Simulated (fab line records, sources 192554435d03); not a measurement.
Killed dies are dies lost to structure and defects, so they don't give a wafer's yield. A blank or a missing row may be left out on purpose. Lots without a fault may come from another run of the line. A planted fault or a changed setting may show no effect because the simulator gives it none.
Split-lot experiment | flow n5_finfet | 7 lots, 21 wafers read, on a route of 1938 steps

THE SPLIT
At N5_BEOL_M4_COAT_67 (time 60 s, resist thk 60 nm), the setting spin_rpm was moved away from the recipe's 1500 rpm on 4 of the 21 wafers read, by -9.6% to +4.0%. The other wafers ran this setting at the recipe's value.

FROM THE SPLIT TO THE READING: what the file shows between them, 4 steps
- N5_BEOL_M4_COAT_68: time 60 s, resist thk 12 nm
- N5_BEOL_M4_COAT_76: time 60 s, resist thk 5 nm
- N5_BEOL_M4_ALD_98: deposits SiO2, target thk 2.5 nm, pulse time 1 s, co reactant pulse time 1 s
- N5_BEOL_M4_ETCHBACK_99: etches SiO2 in CHF3, target depth 5 nm, time 10.4 s

THE READING
etch.depth_nm (the simulator's own value, which no gauge read), in nm, at N5_BEOL_M4_ETCH_70 (etches SOC in N2/H2, target depth 80 nm, overetch 24 nm, time 130 s). The file gives no usual value for it. The 17 wafers here that ran the recipe average 60.00 nm, standard deviation 0.23 nm.

wafer  | tool, chamber at the split | spin_rpm as run, rpm | against the recipe | etch.depth_nm, nm | against lot-mates on the recipe
L076.1 | litho_track-02, 0          | 1500                 | recipe             | 60.44             | -
L076.4 | litho_track-02, 0          | 1500                 | recipe             | 60.41             | -
L076.5 | litho_track-02, 0          | 1356                 | -9.6%              | 63.64             | +3.22
L079.3 | litho_track-02, 0          | 1500                 | recipe             | 59.86             | -
L079.4 | litho_track-02, 0          | 1500                 | recipe             | 60.12             | -
L079.6 | litho_track-02, 0          | 1500                 | recipe             | 60.28             | -
L080.4 | litho_track-04, 0          | 1500                 | recipe             | 60.02             | -
L080.5 | litho_track-04, 0          | 1500                 | recipe             | 60.08             | -
L080.6 | litho_track-04, 0          | 1500                 | recipe             | 60.03             | -
L084.1 | litho_track-04, 0          | 1500                 | recipe             | 59.74             | -
L084.4 | litho_track-04, 0          | 1500                 | recipe             | 59.81             | -
L084.5 | litho_track-04, 0          | 1500                 | recipe             | 59.79             | -
L090.1 | litho_track-02, 0          | 1560                 | +4.0%              | 59.25             | -0.98
L090.2 | litho_track-02, 0          | 1500                 | recipe             | 60.23             | -
L090.4 | litho_track-02, 0          | 1560                 | +4.0%              | 59.23             | -1.00
L095.1 | litho_track-01, 0          | 1452                 | -3.2%              | 61.06             | +1.09
L095.2 | litho_track-01, 0          | 1500                 | recipe             | 59.93             | -
L095.4 | litho_track-01, 0          | 1500                 | recipe             | 60                | -
L097.1 | litho_track-02, 0          | 1500                 | recipe             | 59.73             | -
L097.5 | litho_track-02, 0          | 1500                 | recipe             | 59.68             | -
L097.6 | litho_track-02, 0          | 1500                 | recipe             | 59.81             | -

THE FIT
A straight line over all 21 wafers: etch.depth_nm changes by -0.328 nm for each +1% of spin_rpm; r = -0.95; the points scatter about the line by 0.29 nm.
The same after taking each lot's own level away (the mean of its wafers on the recipe; 21 wafers): -0.313 nm for each +1%; r = -0.99; scatter 0.12 nm.
On that fit, the largest move of spin_rpm shifts the reading by 3 nm.
The lots' own levels span 59.740 to 60.425 nm, that is 3.0 times the standard deviation above.
So the lot-to-lot level changes the slope little: the two slopes agree.
Check: with one of the wafers moved furthest among these (-9.6%) left out of the fit, the line predicts +2.64 nm for it against its lot-mates. It came out at +3.22 nm against them.

THE WHOLE CHAIN: every reading that the file lists as answering this split, in the file's order
step               | what it does                                                        | reading                                                                        | change (the file's fit)               | r (the file's)
N5_BEOL_M4_COAT_67 | time 60 s, resist thk 60 nm                                         | SOC_of_BEOL_M4_COAT_67.thk_nm (the simulator's own value, which no gauge read) | -0.32 nm for each +1% of the setting  | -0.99
N5_BEOL_M4_ETCH_70 | etches SOC in N2/H2, target depth 80 nm, overetch 24 nm, time 130 s | etch.depth_nm (the simulator's own value, which no gauge read)                 | -0.324 nm for each +1% of the setting | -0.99

THE FILE'S OWN FIT
etch.depth_nm changes by -0.324 nm for each +1% of spin_rpm, r = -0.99.
